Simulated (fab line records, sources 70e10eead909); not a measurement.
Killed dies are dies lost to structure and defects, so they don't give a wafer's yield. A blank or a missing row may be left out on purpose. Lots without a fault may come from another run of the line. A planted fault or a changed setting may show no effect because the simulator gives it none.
Chamber matching | flow nand_harc | NHARC_A_STAIRCASE_DESCUM_11 on rie_diel-02: 4 sister chambers
The step chemistry O2, time 3 s. 14 wafers are shown with their chamber, then 7 later ones without.

WAFERS WITH THEIR CHAMBER
wafer  | chamber | oes_product_au (a.u.) | showerhead_plenum_p_Torr (Torr) | rf_vpp_V (V)
L074.2 | 1       | 1.015                 | 1.76                            | 57.7
L074.3 | 3       | 0.983                 | 1.91                            | 59.1
L074.6 | 1       | 1.004                 | 1.77                            | 57.2
L080.1 | 3       | 0.999                 | 1.90                            | 59.6
L080.2 | 0       | 1.000                 | 1.99                            | 57.8
L080.5 | 2       | 0.977                 | 1.88                            | 57.7
L085.3 | 2       | 0.984                 | 1.87                            | 58.2
L085.4 | 3       | 0.994                 | 1.90                            | 57.8
L085.5 | 2       | 0.981                 | 1.88                            | 57.0
L086.4 | 2       | 0.978                 | 1.87                            | 57.5
L086.5 | 3       | 1.003                 | 1.90                            | 59.2
L086.6 | 0       | 0.999                 | 1.98                            | 57.6
L089.2 | 0       | 1.000                 | 1.98                            | 57.7
L089.5 | 1       | 0.986                 | 2.07                            | 59.1

SIGNATURES (means of the wafers above)
reading                  | chamber 0 | chamber 1 | chamber 2 | chamber 3 | scatter within a chamber
oes_product_au           | 0.99967   | 1.00167   | 0.98000   | 0.99475   | 0.00827
showerhead_plenum_p_Torr | 1.9833    | 1.8667    | 1.8750    | 1.9025    | 0.0789
rf_vpp_V                 | 57.700    | 58.000    | 57.600    | 58.925    | 0.673
Rule: a wafer's distance from a chamber is the root of the sum, over the readings, of the square of ((its reading less the chamber's mean) divided by the reading's scatter). The wafer belongs to the nearest chamber; if the next one is less than 2 further off, it can't be placed. The scatter: the root of (the sum of the squares of (reading less its chamber's mean) over the shown wafers, divided by (wafers less chambers)).

WAFERS WITHOUT THEIR CHAMBER
wafer  | oes_product_au (a.u.) | showerhead_plenum_p_Torr (Torr) | rf_vpp_V (V)
L089.6 | 1.002                 | 1.98                            | 56.9
L093.2 | 0.983                 | 2.06                            | 57.9
L093.4 | 0.995                 | 1.97                            | 59.2
L093.6 | 0.987                 | 1.86                            | 58.3
L094.1 | 0.985                 | 1.86                            | 57.7
L094.4 | 1.002                 | 1.97                            | 58.0
L094.6 | 0.989                 | 1.86                            | 56.7

WHICH CHAMBER EACH WENT THROUGH
wafer  | from the rows above               | in truth
L089.6 | can't be placed: 0 or 1 or 2      | 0
L093.2 | can't be placed: 0 or 2 or 3 or 1 | 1
L093.4 | can't be placed: 3 or 0 or 1      | 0
L093.6 | can't be placed: 2 or 3 or 1 or 0 | 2
L094.1 | can't be placed: 2 or 1 or 3 or 0 | 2
L094.4 | can't be placed: 0 or 1 or 3      | 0
L094.6 | can't be placed: 2 or 1 or 0 or 3 | 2
Placed correctly: 0 of 7. Can't be placed from these rows: 7 (the true chamber is among the candidates in 7). Placed wrongly: 0.
